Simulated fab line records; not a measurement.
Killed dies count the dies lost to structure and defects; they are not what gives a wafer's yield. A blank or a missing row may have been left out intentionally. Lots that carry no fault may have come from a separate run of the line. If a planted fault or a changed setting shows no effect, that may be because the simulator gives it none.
Chamber matching :: flow n5Finfet :: rieSi-06 running N5_FIN_SAQP_MANDREL_ETCH_58: 4 sister chambers
The step etches a-Si in HBr/Cl2, stops on SiNx, target depth 45 nm, bt time 10 s, time 27 s. 4 wafers are shown with their chamber, then 10 later ones without.

## WAFERS WITH THEIR CHAMBER
wafer: L081.6
chamber: 1
drypumpMotorCurrentA (A): 6.2

wafer: L087.4
chamber: 0
drypumpMotorCurrentA (A): 5.7

wafer: L089.1
chamber: 2
drypumpMotorCurrentA (A): 5.7

wafer: L089.4
chamber: 3
drypumpMotorCurrentA (A): 5.9

## WAFERS WITH NO CHAMBER GIVEN
wafer: L089.5
drypumpMotorCurrentA (A): 5.8

wafer: L090.1
drypumpMotorCurrentA (A): 5.7

wafer: L090.2
drypumpMotorCurrentA (A): 5.7

wafer: L090.5
drypumpMotorCurrentA (A): 5.7

wafer: L094.2
drypumpMotorCurrentA (A): 5.9

wafer: L094.3
drypumpMotorCurrentA (A): 6.2

wafer: L094.5
drypumpMotorCurrentA (A): 5.7

wafer: L095.1
drypumpMotorCurrentA (A): 6.2

wafer: L095.3
drypumpMotorCurrentA (A): 5.9

wafer: L095.4
drypumpMotorCurrentA (A): 5.7

## CHAMBER TAKEN BY EACH
wafer: L089.5
from the rows above: can't be placed: 0 or 2 or 3
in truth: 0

wafer: L090.1
from the rows above: can't be placed: 0 or 2
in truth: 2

wafer: L090.2
from the rows above: can't be placed: 0 or 2
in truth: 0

wafer: L090.5
from the rows above: can't be placed: 0 or 2
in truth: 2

wafer: L094.2
from the rows above: 3
in truth: 3

wafer: L094.3
from the rows above: 1
in truth: 1

wafer: L094.5
from the rows above: can't be placed: 0 or 2
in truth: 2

wafer: L095.1
from the rows above: 1
in truth: 1

wafer: L095.3
from the rows above: 3
in truth: 3

wafer: L095.4
from the rows above: can't be placed: 0 or 2
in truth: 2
Correctly placed: 4 of 10. From these rows, 6 cannot be placed; in 6 the true chamber is one of the candidates. Placed wrongly: 0.
How it was worked out, from the rows above alone: a wafer's distance from a chamber is the root of the sum, over the readings, of the square of ((its reading less the chamber's mean) divided by the reading's scatter). If the next closest chamber is less than 2 further off than the closest, the wafer can't be placed; otherwise it belongs to the closest. For every chamber, the mean is computed from those of its wafers that are shown. The scatter: root of mean squared gap, hidden wafer to nearest shown wafer, with one shown wafer a chamber.
